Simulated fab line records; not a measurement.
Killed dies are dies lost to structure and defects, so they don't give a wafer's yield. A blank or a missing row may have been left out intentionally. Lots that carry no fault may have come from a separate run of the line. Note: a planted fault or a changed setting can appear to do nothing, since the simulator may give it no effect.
fab line records | flow n5-finfet | part 1 of 2: steps 1 to 4 of 6
[record] lots = 22 | wafers = 66 | last-day = 19
route steps=1938 shown BEOL_M4@1099 BEOL_M5@1130 BEOL_M6@1210
lots with no fault: from the same line, run without faults
start-h: hours from the record's opening day to when the first of the lot's shown wafers began | wait-h: hours elapsed since this lot's preceding step | " as in the row above | L1.1+2: several wafers, shown together as one row | - no value, or no start was given | * or withheld: withheld | < > ~ a bound
route shown NAME@n: names a module that has steps shown in the file, with the first one's number in the route | usual: the fault-free wafers' mean and standard deviation | same: alike in all rows | chamber/n: place in a boat | sites: the reading at each site | _std_site: the standard deviation of these | _edge_site: the outer-site mean with the inner-site mean subtracted | radius-mm: how far each site lies from the wafer's centre | mask NAME#n: copy n | behind: the tool/chamber that last shaped the wafer | hold: reason for holding the lot/hours on hold/outcome of the hold | device: whichever transistor did not switch (one of n, p or np) | end of line: at the end of the route, the tests of the same wafers | step lacking rows: just its recipe | killed: dies that structure and defects cost at the first sort, which is not the same as the wafer's yield | map: a wafer's dies, marking killed ones x, the rest . and places with no die _
set.NAME: the setting the step ran with; set.NAME@STEP: the setting that earlier step ran with | model.NAME: the simulator's own value behind a step, which no gauge read
one table for each step of the route and one row for each wafer, over a sample of lots
services: the hour from which a tool's chamber was out of use, counted from the record's first day as start-h (under 0 if before that day), plus the number of hours and why
[[steps]]
[step N5_BEOL_M4_ANNEAL_95]
[recipe] temp-c = 400 | time-s = 240 | ambient = vacuum
[usual] heater-power-w = 843/84
lot.wafer | tool           | chamber | start-h | wait-h | heater-power-w
L075.2    | pvd-sputter-01 | -       | 201.22  | 0.0    | 838
L075.4    | "              | -       | "       | "      | 822
L075.5    | "              | -       | "       | "      | 815
L074.2    | pvd-sputter-02 | -       | 201.64  | 0.0    | 882
L074.5    | "              | -       | "       | "      | 770
L074.6    | "              | -       | "       | "      | 1021
L078.1    | pvd-sputter-01 | -       | 206.45  | 0.0    | 847
L078.2    | "              | -       | "       | "      | 900
L078.6    | "              | -       | "       | "      | 874
L077.2    | pvd-sputter-02 | -       | 211.82  | 0.0    | 1042
L077.3    | "              | -       | "       | "      | 905
L077.6    | "              | -       | "       | "      | 920
L076.2    | pvd-sputter-03 | -       | 216.95  | 0.0    | 936
L076.4    | "              | -       | "       | "      | 942
L076.6    | "              | -       | "       | "      | 941
L080.1    | pvd-sputter-03 | -       | 225.21  | 0.0    | 724
L080.3    | "              | -       | "       | "      | 803
L080.6    | "              | -       | "       | "      | 958
L081.3    | pvd-sputter-03 | -       | 235.48  | 0.0    | 719
L081.5    | "              | -       | "       | "      | 800
L081.6    | "              | -       | "       | "      | 704
L082.3    | pvd-sputter-01 | -       | 237.22  | 0.0    | 840
L082.5    | "              | -       | "       | "      | 848
L082.6    | "              | -       | "       | "      | 818
L083.2    | pvd-sputter-01 | -       | 247.89  | 0.0    | 732
L083.3    | "              | -       | "       | "      | 851
L083.4    | "              | -       | "       | "      | 877
L085.4    | pvd-sputter-01 | -       | 253.23  | 0.0    | 881
L085.5    | "              | -       | "       | "      | 882
L085.6    | "              | -       | "       | "      | 725
L084.1    | pvd-sputter-03 | -       | 255.98  | 0.0    | 783
L084.4    | "              | -       | "       | "      | 929
L084.5    | "              | -       | "       | "      | 731
L086.2    | pvd-sputter-02 | -       | 256.25  | 0.0    | 1012
L086.5    | "              | -       | "       | "      | 896
L086.6    | "              | -       | "       | "      | 857
L087.4    | pvd-sputter-02 | -       | 270.54  | 0.0    | 864
L087.5    | "              | -       | "       | "      | 885
L087.6    | "              | -       | "       | "      | 975
L088.2    | pvd-sputter-02 | -       | 278.32  | 0.0    | 770
L088.3    | "              | -       | "       | "      | 994
L088.4    | "              | -       | "       | "      | 885
L089.1    | pvd-sputter-02 | -       | 282.24  | 0.0    | 989
L089.5    | "              | -       | "       | "      | 773
L089.6    | "              | -       | "       | "      | 887
L090.3    | pvd-sputter-02 | -       | 289.76  | 0.0    | 885
L090.4    | "              | -       | "       | "      | 849
L090.5    | "              | -       | "       | "      | 899
L091.1    | pvd-sputter-02 | -       | 291.90  | 0.0    | 992
L091.2    | "              | -       | "       | "      | 894
L091.4    | "              | -       | "       | "      | 917
L093.3    | pvd-sputter-01 | -       | 295.42  | 0.0    | 878
L093.4    | "              | -       | "       | "      | 847
L093.6    | "              | -       | "       | "      | 830
L092.1    | pvd-sputter-01 | -       | 298.78  | 0.0    | 866
L092.3    | "              | -       | "       | "      | 683
L092.5    | "              | -       | "       | "      | 721
L096.2    | pvd-sputter-01 | -       | 317.46  | 0.0    | 804
L096.3    | "              | -       | "       | "      | 716
L096.6    | "              | -       | "       | "      | 718
L095.1    | pvd-sputter-03 | -       | 324.92  | 0.0    | 718
L095.4    | "              | -       | "       | "      | 937
L095.5    | "              | -       | "       | "      | 713
L097.3    | pvd-sputter-02 | -       | 326.61  | 0.0    | 765
L097.4    | "              | -       | "       | "      | 880
L097.5    | "              | -       | "       | "      | 771
[step N5_BEOL_M5_ETCH_72]
[recipe] chemistry = N2/H2 | target = underlayer | target-depth-a = 65 | mask-material = CAR-EUV | time-s = 5.2 | ion-energy-ev = 200 | pressure-mtorr = 30 | source-w = 840 | bias-w = 150 | n2-flow-sccm = 200 | h2-flow-sccm = 200 | ends = cleared
[usual] bias-w = 150.0/0.45 | drypump-motor-current-A = 5.7/0.55 | etch-rf-on-time-s = 5.21/0.13 | oes-product-au = 0.67/0.06 | rf-vpp-V = 523.8/2.4 | showerhead-plenum-p-Torr = 2.54/0.075 | throttle-valve-pct = 17.86/0.24
lot.wafer | tool        | chamber | start-h | wait-h | bias-w | drypump-motor-current-A | etch-rf-on-time-s | oes-product-au | rf-hours-counter-h | rf-vpp-V | showerhead-plenum-p-Torr | throttle-valve-pct
L075.2    | rie-diel-03 | 1       | 206.54  | 0.0    | 149.4  | 5.0                     | 5.09              | 0.70           | 104                | 521.1    | 2.46                     | 18.09
L075.4    | "           | 0       | "       | "      | 149.7  | 5.5                     | 5.28              | 0.76           | 22                 | 526.7    | 2.61                     | 17.72
L075.5    | "           | 1       | "       | "      | 149.7  | 5.0                     | 5.09              | 0.69           | -                  | 520.9    | 2.46                     | 18.09
L074.2    | rie-diel-01 | 0       | 206.65  | 0.0    | 149.3  | 6.1                     | 5.40              | 0.59           | 181                | 524.0    | 2.54                     | 18.07
L074.5    | "           | 1       | "       | "      | 149.5  | 5.8                     | 5.10              | 0.62           | -                  | 521.0    | 2.43                     | 18.06
L074.6    | "           | 0       | "       | "      | 149.3  | 6.1                     | 5.40              | 0.60           | -                  | 525.6    | 2.54                     | 18.06
L078.1    | rie-diel-03 | 2       | 210.43  | 0.0    | 149.9  | 5.1                     | 5.21              | 0.66           | 99                 | 526.7    | 2.58                     | 17.90
L078.2    | "           | 0       | "       | "      | 149.3  | 5.5                     | 5.32              | 0.76           | 23                 | 524.9    | 2.61                     | 17.72
L078.6    | "           | 1       | "       | "      | 150.2  | 5.0                     | 5.08              | 0.69           | -                  | 521.8    | 2.46                     | 18.09
L077.2    | rie-diel-06 | 1       | 218.24  | 0.0    | 149.8  | 5.2                     | 5.02              | 0.78           | 21                 | 524.5    | 2.60                     | 17.99
L077.3    | "           | 0       | "       | "      | 150.3  | 6.6                     | 5.36              | 0.76           | 43                 | 525.2    | 2.60                     | 17.41
L077.6    | "           | 1       | "       | "      | 149.9  | 5.2                     | 5.03              | 0.78           | -                  | 528.2    | 2.60                     | 17.98
L076.2    | rie-diel-01 | 2       | 221.58  | 0.0    | 149.3  | 5.9                     | 5.35              | 0.65           | 114                | 526.7    | 2.66                     | 17.80
L076.4    | "           | 1       | "       | "      | 150.3  | 5.8                     | 5.07              | 0.61           | 203                | 518.4    | 2.43                     | 18.09
L076.6    | "           | 3       | "       | "      | 149.5  | 6.3                     | 5.17              | 0.73           | -                  | 521.3    | 2.46                     | 17.39
L080.1    | rie-diel-06 | 0       | 229.22  | 0.0    | 149.2  | 6.6                     | 5.29              | 0.75           | 46                 | 525.5    | 2.60                     | 17.38
L080.3    | "           | 2       | "       | "      | 149.7  | 6.0                     | 5.31              | 0.61           | 170                | 526.2    | 2.64                     | 17.84
L080.6    | "           | 2       | "       | "      | 149.7  | 5.9                     | 5.28              | 0.63           | -                  | 524.8    | 2.64                     | 17.87
L081.3    | rie-diel-03 | 1       | 239.93  | 0.0    | 149.4  | 5.0                     | 5.15              | 0.69           | 113                | 522.4    | 2.46                     | 18.12
L081.5    | "           | 0       | "       | "      | 150.0  | 5.5                     | 5.24              | 0.75           | -                  | 524.0    | 2.60                     | 17.77
L081.6    | "           | 1       | "       | "      | 149.8  | 5.0                     | 5.15              | 0.68           | -                  | 520.6    | 2.46                     | 18.12
L082.3    | rie-diel-03 | 0       | 242.99  | 0.0    | 150.0  | 5.5                     | 5.24              | 0.76           | 32                 | 525.4    | 2.60                     | 17.72
L082.5    | "           | 0       | "       | "      | 149.7  | 5.5                     | 5.24              | 0.75           | -                  | 524.8    | 2.60                     | 17.74
L082.6    | "           | 1       | "       | "      | 150.5  | 5.0                     | 5.07              | 0.68           | -                  | 522.7    | 2.46                     | 18.09
L083.2    | rie-diel-03 | 2       | 252.99  | 0.0    | 149.6  | 5.1                     | 5.17              | 0.66           | 111                | 523.9    | 2.57                     | 17.91
L083.3    | "           | 3       | "       | "      | 149.3  | 4.7                     | 5.13              | 0.65           | 153                | 521.2    | 2.44                     | 18.05
L083.4    | "           | 0       | "       | "      | 149.7  | 5.5                     | 5.22              | 0.74           | 36                 | 522.6    | 2.60                     | 17.74
L085.4    | rie-diel-03 | 0       | 257.42  | 0.0    | 149.7  | 5.5                     | 5.28              | 0.73           | 37                 | 525.6    | 2.60                     | 17.75
L085.5    | "           | 2       | "       | "      | 150.8  | 5.1                     | 5.23              | 0.66           | -                  | 526.5    | 2.57                     | 17.92
L085.6    | "           | 1       | "       | "      | 149.3  | 5.0                     | 5.13              | 0.68           | -                  | 519.0    | 2.45                     | 18.11
L084.1    | rie-diel-06 | 1       | 261.16  | 0.0    | 150.8  | 5.1                     | 4.85              | 0.78           | 35                 | 526.0    | 2.59                     | 18.03
L084.4    | "           | 3       | "       | "      | 150.3  | 5.9                     | 5.30              | 0.63           | 171                | 522.2    | 2.52                     | 17.72
L084.5    | "           | 0       | "       | "      | 150.1  | 6.6                     | 5.23              | 0.75           | -                  | 525.9    | 2.60                     | 17.41
L086.2    | rie-diel-06 | 2       | 261.39  | 0.0    | 149.2  | 6.0                     | 5.35              | 0.62           | 180                | 526.1    | 2.64                     | 17.88
L086.5    | "           | 2       | "       | "      | 149.2  | 6.0                     | 5.32              | 0.61           | -                  | 526.1    | 2.64                     | 17.88
L086.6    | "           | 3       | "       | "      | 150.1  | 5.9                     | 5.39              | 0.62           | -                  | 523.2    | 2.52                     | 17.71
L087.4    | rie-diel-06 | 2       | 274.74  | 0.0    | 150.0  | 6.0                     | 5.33              | 0.61           | 184                | 526.6    | 2.64                     | 17.90
L087.5    | "           | 2       | "       | "      | 150.2  | 6.0                     | 5.32              | 0.61           | -                  | 527.7    | 2.64                     | 17.87
L087.6    | "           | 3       | "       | "      | 150.0  | 6.0                     | 5.34              | 0.62           | -                  | 523.1    | 2.52                     | 17.72
L088.2    | rie-diel-06 | 3       | 283.56  | 0.0    | 150.1  | 6.0                     | 5.38              | 0.62           | 176                | 524.0    | 2.52                     | 17.73
L088.3    | "           | 2       | "       | "      | 149.7  | 5.9                     | 5.36              | 0.61           | 186                | 524.7    | 2.63                     | 17.89
L088.4    | "           | 0       | "       | "      | 150.9  | 6.6                     | 5.24              | 0.73           | 61                 | 523.9    | 2.59                     | 17.42
L089.1    | rie-diel-06 | 1       | 287.94  | 0.0    | 150.5  | 5.2                     | 4.93              | 0.75           | 44                 | 523.9    | 2.59                     | 18.03
L089.5    | "           | 1       | "       | "      | 150.4  | 5.2                     | 4.95              | 0.76           | -                  | 525.8    | 2.59                     | 18.06
L089.6    | "           | 0       | "       | "      | 149.8  | 6.7                     | 5.24              | 0.73           | -                  | 522.7    | 2.59                     | 17.41
L090.3    | rie-diel-01 | 0       | 294.07  | 0.0    | 149.8  | 6.0                     | 5.28              | 0.58           | 208                | 522.9    | 2.52                     | 18.12
L090.4    | "           | 1       | "       | "      | 149.9  | 5.8                     | 5.08              | 0.59           | 226                | 521.8    | 2.42                     | 18.10
L090.5    | "           | 2       | "       | "      | 149.6  | 5.9                     | 5.30              | 0.63           | -                  | 528.9    | 2.65                     | 17.83
L091.1    | rie-diel-06 | 0       | 296.96  | 0.0    | 150.0  | 6.6                     | 5.30              | 0.72           | 68                 | 525.9    | 2.59                     | 17.42
L091.2    | "           | 2       | "       | "      | 150.2  | 6.0                     | 5.28              | 0.61           | 193                | 526.4    | 2.63                     | 17.89
L091.4    | "           | 1       | "       | "      | 150.7  | 5.2                     | 4.96              | 0.75           | 48                 | 527.6    | 2.59                     | 18.05
L093.3    | rie-diel-03 | 2       | 300.44  | 0.0    | 150.4  | 5.1                     | 5.14              | 0.66           | 120                | 524.6    | 2.57                     | 17.92
L093.4    | "           | 1       | "       | "      | 149.4  | 5.0                     | 5.07              | 0.67           | 127                | 519.5    | 2.45                     | 18.16
L093.6    | "           | 1       | "       | "      | 150.3  | 5.0                     | 5.06              | 0.68           | -                  | 520.9    | 2.45                     | 18.18
L092.1    | rie-diel-01 | 1       | 304.93  | 0.0    | 149.5  | 5.8                     | 5.12              | 0.59           | 230                | 521.2    | 2.42                     | 18.11
L092.3    | "           | 3       | "       | "      | 150.1  | 6.3                     | 5.18              | 0.70           | 80                 | 522.0    | 2.45                     | 17.43
L092.5    | "           | 0       | "       | "      | 150.5  | 6.0                     | 5.32              | 0.58           | -                  | 518.9    | 2.52                     | 18.10
L096.2    | rie-diel-06 | 1       | 322.77  | 0.0    | 150.7  | 5.2                     | 5.05              | 0.73           | 57                 | 525.6    | 2.58                     | 18.04
L096.3    | "           | 2       | "       | "      | 150.3  | 5.9                     | 5.36              | 0.61           | 199                | 525.9    | 2.63                     | 17.91
L096.6    | "           | 1       | "       | "      | 150.8  | 5.2                     | 5.03              | 0.74           | -                  | 524.5    | 2.58                     | 18.07
L095.1    | rie-diel-01 | 2       | 331.32  | 0.0    | 150.1  | 5.9                     | 5.38              | 0.63           | 147                | 527.2    | 2.64                     | 17.86
L095.4    | "           | 0       | "       | "      | 149.1  | 6.0                     | 5.42              | 0.58           | 220                | 523.3    | 2.52                     | 18.11
L095.5    | "           | 1       | "       | "      | 150.5  | 5.8                     | 5.17              | 0.59           | -                  | 523.1    | 2.41                     | 18.13
L097.3    | rie-diel-01 | 0       | 331.54  | 0.0    | 150.2  | 6.1                     | 5.31              | 0.58           | 220                | 522.0    | 2.52                     | 18.09
L097.4    | "           | 3       | "       | "      | 149.8  | 6.2                     | 5.13              | 0.70           | 88                 | 524.2    | 2.45                     | 17.44
L097.5    | "           | 2       | "       | "      | 149.5  | 5.8                     | 5.30              | 0.63           | -                  | 525.7    | 2.64                     | 17.88
[step N5_BEOL_M5_TRENCH_ETCH_37]
[recipe] chemistry = C4F6/O2 | target-depth-a = 716.52 | target = SiCOH_lowk | time-s = 24.7 | ion-energy-ev = 250 | pressure-mtorr = 30 | source-w = 345 | bias-w = 185 | Ar_flow_sccm = 300 | C4F6_flow_sccm = 10 | O2_flow_sccm = 10
[usual] bias-w = 185.0/0.6 | drypump-motor-current-A = 5.8/0.5 | oes_o_777_au = 0.79/0.074 | oes-product-au = 0.78/0.074 | rf-vpp-V = 669/8.7 | showerhead-plenum-p-Torr = 2.85/0.088 | throttle-valve-pct = 20.90/0.28
lot.wafer | tool        | chamber | start-h | wait-h | bias-w | drypump-motor-current-A | oes_o_777_au | oes-product-au | rf-hours-counter-h | rf-vpp-V | showerhead-plenum-p-Torr | throttle-valve-pct
L075.2    | rie-diel-03 | 3       | -       | -      | 185.4  | 4.7                     | 0.78         | 0.76           | 141                | 660      | 2.74                     | 20.98
L075.4    | "           | 2       | "       | "      | 184.5  | 5.1                     | 0.84         | 0.79           | 99                 | 660      | 2.88                     | 20.88
L075.5    | "           | 0       | "       | "      | 184.5  | 5.5                     | 0.87         | 0.90           | -                  | 681      | 2.90                     | 20.76
L074.2    | rie-diel-06 | 2       | -       | -      | 185.6  | 5.9                     | 0.68         | 0.74           | 166                | 676      | 2.98                     | 21.02
L074.5    | "           | 2       | "       | "      | 185.0  | 6.0                     | 0.69         | 0.74           | -                  | 677      | 2.98                     | 21.04
L074.6    | "           | 1       | "       | "      | 183.9  | 5.2                     | 0.95         | 0.92           | -                  | 654      | 2.93                     | 21.15
L078.1    | rie-diel-03 | 2       | -       | -      | 184.5  | 5.1                     | 0.83         | 0.79           | 100                | 659      | 2.87                     | 20.87
L078.2    | "           | 1       | "       | "      | 185.2  | 5.0                     | 0.82         | 0.82           | 106                | 673      | 2.75                     | 21.13
L078.6    | "           | 1       | "       | "      | 184.4  | 5.0                     | 0.82         | 0.81           | -                  | 674      | 2.75                     | 21.12
L077.2    | rie-diel-01 | 3       | -       | -      | 185.4  | 6.2                     | 0.86         | 0.85           | 53                 | 671      | 2.77                     | 20.52
L077.3    | "           | 1       | "       | "      | 185.4  | 5.8                     | 0.73         | 0.71           | 203                | 667      | 2.73                     | 21.12
L077.6    | "           | 2       | "       | "      | 185.3  | 5.9                     | 0.77         | 0.76           | -                  | 677      | 2.98                     | 20.98
L076.2    | rie-diel-06 | 1       | -       | -      | 186.2  | 5.2                     | 0.94         | 0.91           | 24                 | 654      | 2.93                     | 21.17
L076.4    | "           | 3       | "       | "      | 184.7  | 6.0                     | 0.75         | 0.74           | -                  | 676      | 2.83                     | 20.77
L076.6    | "           | 0       | "       | "      | 184.9  | 6.6                     | 0.87         | 0.89           | -                  | 664      | 2.89                     | 20.29
L080.1    | rie-diel-06 | 2       | -       | -      | 184.1  | 5.9                     | 0.68         | 0.73           | 171                | 676      | 2.98                     | 21.05
L080.3    | "           | 0       | "       | "      | 185.6  | 6.6                     | 0.86         | 0.87           | 47                 | 664      | 2.89                     | 20.30
L080.6    | "           | 3       | "       | "      | 186.6  | 6.0                     | 0.76         | 0.73           | -                  | 674      | 2.83                     | 20.76
L081.3    | rie-diel-06 | 3       | -       | -      | 184.6  | 6.0                     | 0.75         | 0.74           | 165                | 673      | 2.83                     | 20.78
L081.5    | "           | 0       | "       | "      | 183.4  | 6.6                     | 0.86         | 0.89           | -                  | 661      | 2.88                     | 20.30
L081.6    | "           | 1       | "       | "      | 184.9  | 5.1                     | 0.93         | 0.90           | -                  | 654      | 2.93                     | 21.17
L082.3    | rie-diel-01 | 0       | -       | -      | 185.9  | 6.1                     | 0.70         | 0.69           | 193                | 681      | 2.82                     | 21.06
L082.5    | "           | 3       | "       | "      | 184.7  | 6.3                     | 0.85         | 0.84           | -                  | 671      | 2.76                     | 20.53
L082.6    | "           | 0       | "       | "      | 184.9  | 6.0                     | 0.71         | 0.70           | -                  | 679      | 2.82                     | 21.06
L083.2    | rie-diel-03 | 1       | -       | -      | 185.3  | 5.0                     | 0.80         | 0.80           | 119                | 672      | 2.74                     | 21.16
L083.3    | "           | 2       | "       | "      | 185.6  | 5.1                     | 0.82         | 0.78           | 112                | 658      | 2.87                     | 20.90
L083.4    | "           | 0       | "       | "      | 185.2  | 5.5                     | 0.85         | 0.87           | 37                 | 683      | 2.89                     | 20.78
L085.4    | rie-diel-01 | 1       | -       | -      | 185.3  | 5.8                     | 0.73         | 0.70           | 214                | 667      | 2.72                     | 21.14
L085.5    | "           | 1       | "       | "      | 183.8  | 5.8                     | 0.73         | 0.70           | -                  | 666      | 2.72                     | 21.15
L085.6    | "           | 0       | "       | "      | 185.7  | 6.0                     | 0.71         | 0.69           | -                  | 680      | 2.82                     | 21.05
L086.2    | rie-diel-03 | 2       | -       | -      | 184.5  | 5.1                     | 0.82         | 0.78           | 113                | 658      | 2.87                     | 20.91
L086.5    | "           | 3       | "       | "      | 185.9  | 4.7                     | 0.76         | 0.74           | -                  | 659      | 2.74                     | 21.01
L086.6    | "           | 2       | "       | "      | 184.7  | 5.1                     | 0.82         | 0.78           | -                  | 658      | 2.87                     | 20.91
L084.1    | rie-diel-06 | 0       | -       | -      | 184.3  | 6.6                     | 0.85         | 0.88           | 56                 | 662      | 2.88                     | 20.32
L084.4    | "           | 2       | "       | "      | 186.0  | 6.0                     | 0.68         | 0.72           | 181                | 674      | 2.98                     | 21.05
L084.5    | "           | 2       | "       | "      | 185.9  | 6.0                     | 0.68         | 0.73           | -                  | 676      | 2.98                     | 21.06
L087.4    | rie-diel-01 | 0       | -       | -      | 185.5  | 6.1                     | 0.70         | 0.69           | 202                | 682      | 2.81                     | 21.07
L087.5    | "           | 1       | "       | "      | 185.0  | 5.8                     | 0.72         | 0.70           | -                  | 665      | 2.72                     | 21.16
L087.6    | "           | 0       | "       | "      | 185.9  | 6.0                     | 0.70         | 0.68           | -                  | 680      | 2.81                     | 21.08
L088.2    | rie-diel-06 | 1       | -       | -      | 184.1  | 5.2                     | 0.91         | 0.88           | 42                 | 653      | 2.92                     | 21.18
L088.3    | "           | 3       | "       | "      | 185.7  | 6.0                     | 0.75         | 0.74           | 177                | 674      | 2.82                     | 20.80
L088.4    | "           | 0       | "       | "      | 184.6  | 6.6                     | 0.84         | 0.86           | 62                 | 664      | 2.88                     | 20.31
L089.1    | rie-diel-01 | 2       | -       | -      | 183.8  | 5.9                     | 0.75         | 0.75           | 135                | 676      | 2.97                     | 21.01
L089.5    | "           | 1       | "       | "      | 184.9  | 5.8                     | 0.72         | 0.69           | -                  | 666      | 2.72                     | 21.15
L089.6    | "           | 2       | "       | "      | 185.2  | 5.9                     | 0.75         | 0.75           | -                  | 675      | 2.97                     | 21.01
L090.3    | rie-diel-01 | 1       | -       | -      | 184.9  | 5.8                     | 0.72         | 0.70           | 227                | 666      | 2.72                     | 21.18
L090.4    | "           | 2       | "       | "      | 184.5  | 5.9                     | 0.75         | 0.75           | 138                | 677      | 2.97                     | 21.01
L090.5    | "           | 3       | "       | "      | 183.8  | 6.3                     | 0.83         | 0.83           | -                  | 671      | 2.75                     | 20.55
L091.1    | rie-diel-01 | 2       | -       | -      | 184.3  | 5.8                     | 0.75         | 0.74           | 139                | 676      | 2.96                     | 21.01
L091.2    | "           | 1       | "       | "      | 185.2  | 5.8                     | 0.72         | 0.69           | 228                | 664      | 2.72                     | 21.17
L091.4    | "           | 0       | "       | "      | 185.0  | 6.1                     | 0.69         | 0.68           | 210                | 680      | 2.81                     | 21.10
L093.3    | rie-diel-01 | 1       | -       | -      | 185.4  | 5.8                     | 0.71         | 0.70           | 230                | 666      | 2.72                     | 21.16
L093.4    | "           | 0       | "       | "      | 185.0  | 6.0                     | 0.70         | 0.68           | 212                | 681      | 2.81                     | 21.11
L093.6    | "           | 3       | "       | "      | 185.5  | 6.3                     | 0.83         | 0.83           | -                  | 670      | 2.75                     | 20.55
L092.1    | rie-diel-01 | 0       | -       | -      | 185.2  | 6.0                     | 0.69         | 0.67           | 213                | 680      | 2.81                     | 21.10
L092.3    | "           | 2       | "       | "      | 184.8  | 5.9                     | 0.76         | 0.74           | 141                | 676      | 2.96                     | 21.01
L092.5    | "           | 2       | "       | "      | 184.9  | 5.9                     | 0.74         | 0.74           | -                  | 674      | 2.96                     | 21.01
L096.2    | rie-diel-06 | 2       | -       | -      | 185.0  | 6.0                     | 0.67         | 0.71           | 200                | 678      | 2.97                     | 21.08
L096.3    | "           | 3       | "       | "      | 184.3  | 6.0                     | 0.74         | 0.72           | 190                | 673      | 2.82                     | 20.82
L096.6    | "           | 1       | "       | "      | 185.2  | 5.2                     | 0.88         | 0.86           | -                  | 652      | 2.91                     | 21.21
L095.1    | rie-diel-01 | 1       | -       | -      | 184.7  | 5.8                     | 0.71         | 0.69           | 238                | 666      | 2.71                     | 21.18
L095.4    | "           | 0       | "       | "      | 185.0  | 6.1                     | 0.69         | 0.67           | 221                | 679      | 2.80                     | 21.09
L095.5    | "           | 1       | "       | "      | 185.8  | 5.8                     | 0.71         | 0.69           | -                  | 666      | 2.71                     | 21.20
L097.3    | rie-diel-06 | 3       | -       | -      | 185.1  | 6.0                     | 0.74         | 0.71           | 194                | 673      | 2.82                     | 20.80
L097.4    | "           | 2       | "       | "      | 184.2  | 6.0                     | 0.66         | 0.70           | 204                | 676      | 2.97                     | 21.08
L097.5    | "           | 2       | "       | "      | 184.9  | 6.0                     | 0.66         | 0.69           | -                  | 675      | 2.97                     | 21.09
[step N5_BEOL_M5_PRE_CLEAN_77]
[recipe] gas = NH3/H2 | time-s = 15 | temp-c = * | rf-power-w = 300
[usual] heater-power-w = 98/18
lot.wafer | tool      | chamber | start-h | wait-h | heater-power-w
L075.2    | cvd-co-01 | 0       | 214.75  | 0.0    | 85
L075.4    | "         | 1       | "       | "      | 118
L075.5    | "         | 0       | "       | "      | 83
L074.2    | cvd-co-01 | 0       | 215.13  | 0.1    | 82
L074.5    | "         | 2       | "       | "      | 110
L074.6    | "         | 1       | "       | "      | 121
L078.1    | cvd-co-01 | 1       | 221.38  | 0.0    | 118
L078.2    | "         | 0       | "       | "      | 84
L078.6    | "         | 0       | "       | "      | 85
L077.2    | cvd-co-01 | 2       | 227.13  | 0.0    | 110
L077.3    | "         | 1       | "       | "      | 117
L077.6    | "         | 1       | "       | "      | 115
L076.2    | cvd-co-02 | 0       | 232.95  | 0.0    | 84
L076.4    | "         | 1       | "       | "      | 66
L076.6    | "         | 2       | "       | "      | 78
L080.1    | cvd-co-01 | 2       | 238.39  | 0.0    | 112
L080.3    | "         | 0       | "       | "      | 83
L080.6    | "         | 2       | "       | "      | 112
L081.3    | cvd-co-01 | 0       | 249.50  | 0.1    | 83
L081.5    | "         | 0       | "       | "      | 82
L081.6    | "         | 2       | "       | "      | 111
L082.3    | cvd-co-01 | 2       | 254.58  | 0.0    | 110
L082.5    | "         | 0       | "       | "      | 82
L082.6    | "         | 1       | "       | "      | 119
L083.2    | cvd-co-01 | 1       | 265.57  | 0.2    | 117
L083.3    | "         | 0       | "       | "      | 82
L083.4    | "         | 2       | "       | "      | 113
L085.4    | cvd-co-02 | 1       | 267.32  | 0.1    | 65
L085.5    | "         | 0       | "       | "      | 84
L085.6    | "         | 2       | "       | "      | 81
L086.2    | cvd-co-01 | 0       | 270.59  | 0.0    | 81
L086.5    | "         | 0       | "       | "      | 83
L086.6    | "         | 2       | "       | "      | 109
L084.1    | cvd-co-01 | 1       | 271.37  | 0.0    | 116
L084.4    | "         | 0       | "       | "      | 81
L084.5    | "         | 1       | "       | "      | 116
L087.4    | cvd-co-02 | 1       | 285.65  | 0.1    | 67
L087.5    | "         | 2       | "       | "      | 81
L087.6    | "         | 0       | "       | "      | 84
L088.2    | cvd-co-01 | 1       | 293.33  | 0.0    | 118
L088.3    | "         | 0       | "       | "      | 82
L088.4    | "         | 0       | "       | "      | 84
L089.1    | cvd-co-01 | 2       | 303.06  | 0.0    | 113
L089.5    | "         | 1       | "       | "      | 116
L089.6    | "         | 0       | "       | "      | 84
L090.3    | cvd-co-01 | 1       | 307.20  | 0.3    | 116
L090.4    | "         | 1       | "       | "      | 116
L090.5    | "         | 2       | "       | "      | 110
L091.1    | cvd-co-01 | 0       | 309.04  | 0.0    | 82
L091.2    | "         | 1       | "       | "      | 118
L091.4    | "         | 2       | "       | "      | 114
L093.3    | cvd-co-01 | 1       | 312.46  | 0.2    | 117
L093.4    | "         | 2       | "       | "      | 114
L093.6    | "         | 1       | "       | "      | 116
L092.1    | cvd-co-01 | 0       | 317.84  | 0.0    | 84
L092.3    | "         | 2       | "       | "      | 114
L092.5    | "         | 2       | "       | "      | 110
L096.2    | cvd-co-02 | 2       | 331.16  | 0.0    | 80
L096.3    | "         | 1       | "       | "      | 65
L096.6    | "         | 0       | "       | "      | 85
L095.1    | cvd-co-02 | 1       | 340.51  | 0.0    | 64
L095.4    | "         | 1       | "       | "      | 67
L095.5    | "         | 2       | "       | "      | 83
L097.3    | cvd-co-01 | 2       | 341.17  | 0.1    | 114
L097.4    | "         | 0       | "       | "      | 85
L097.5    | "         | 0       | "       | "      | 86
